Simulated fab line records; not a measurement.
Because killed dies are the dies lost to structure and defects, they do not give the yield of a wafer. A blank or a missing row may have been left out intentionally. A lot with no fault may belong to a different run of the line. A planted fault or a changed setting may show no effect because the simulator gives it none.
A struck lot beside a sound one + flow nand_harc + 13 steps out of a route of 1159
Sound: wafers L638.3, L638.4, L638.6. Wafers L653.3, L653.4, L653.5 were the ones struck. At the end, the cause is stated.
Each step with rows lists, per side, the tool, then ch with its chambers, then its first start. Under that, the readings that differ: sound wafers + struck wafers + difference of the means + sigmas: that difference in standard deviations of wafers without a fault.
alike: readings with means less than 2 such deviations apart, plus words and numbers identical on both sides. not compared: withheld readings, readings lacking a value on some wafer, bounds such as >300 that could conceal the same value, and numbers that have no deviation in the record and whose values overlap.
The two part at a step that has a row with sigmas, a row that says differs or no value, or rows on one side only. When numbers do not overlap yet have no deviation, they are printed without sigmas and do not part them. A reading that every wafer of one side lacks parts them only if that side has two wafers or more.

NHARC_P_CONTACT_CMP_24: polishes, t overpolish 30 s, target thk 200 nm.
  sound on cmp-03 ch 0,1,3, day 6 03:52; struck on cmp-02 ch 0,1,2, day 10 01:01
  alike: motor_current_A, overpolish_run_s, retaining_ring_pressure_frac, time_to_endpoint_s
then, 1 step without rows for these wafers: NHARC_P_CONTACT_SRD_26.
NHARC_P_CONTACT_INSPECT_27:
  sound on defect_inspect-01 at day 6 04:13; struck on defect_inspect-02 at day 10 01:26
  alike: raw_defect_count
then, 8 steps without rows for these wafers: NHARC_P_M0_DEP_00 (deposits SiOC, target thk 150 nm); NHARC_P_M0_DEHYDRATE_01 (time 120 s); NHARC_P_M0_HMDS_02 (time 30 s); NHARC_P_M0_COAT_33 (time 65 s); NHARC_P_M0_COAT_03 (resist thk 90 nm); NHARC_P_M0_SOFTBAKE_04 (time 55 s); NHARC_P_M0_EBR_05; NHARC_P_M0_EXPOSE_06 (exposes mask P M0, target cd 90 nm).
NHARC_P_M0_PEB_07: peb time 65 s.
  sound on litho_track-06 ch 0, day 6 05:06; struck on litho_track-06 ch 0, day 10 02:20
| reading                  | sound               | struck            | difference | sigmas |
|--------------------------|---------------------|-------------------|------------|--------|
| heater_power_total_W (W) | 156.5 156.1 156.0   | 149.0 149.0 148.4 | -7.4       | -18    |
| plate_temp_C (C)         | 99.93 100.00 100.27 | 95.90 96.23 95.84 | -4.08      | -29    |
  alike: chill_plate_temp_C
then, 1 step without rows for these wafers: NHARC_P_M0_DEVELOP_08 (develop time 35 s).

== WHERE THEY PART ==
NHARC_P_M0_PEB_07 only, going by this record.

WHY: whatever the simulator had introduced
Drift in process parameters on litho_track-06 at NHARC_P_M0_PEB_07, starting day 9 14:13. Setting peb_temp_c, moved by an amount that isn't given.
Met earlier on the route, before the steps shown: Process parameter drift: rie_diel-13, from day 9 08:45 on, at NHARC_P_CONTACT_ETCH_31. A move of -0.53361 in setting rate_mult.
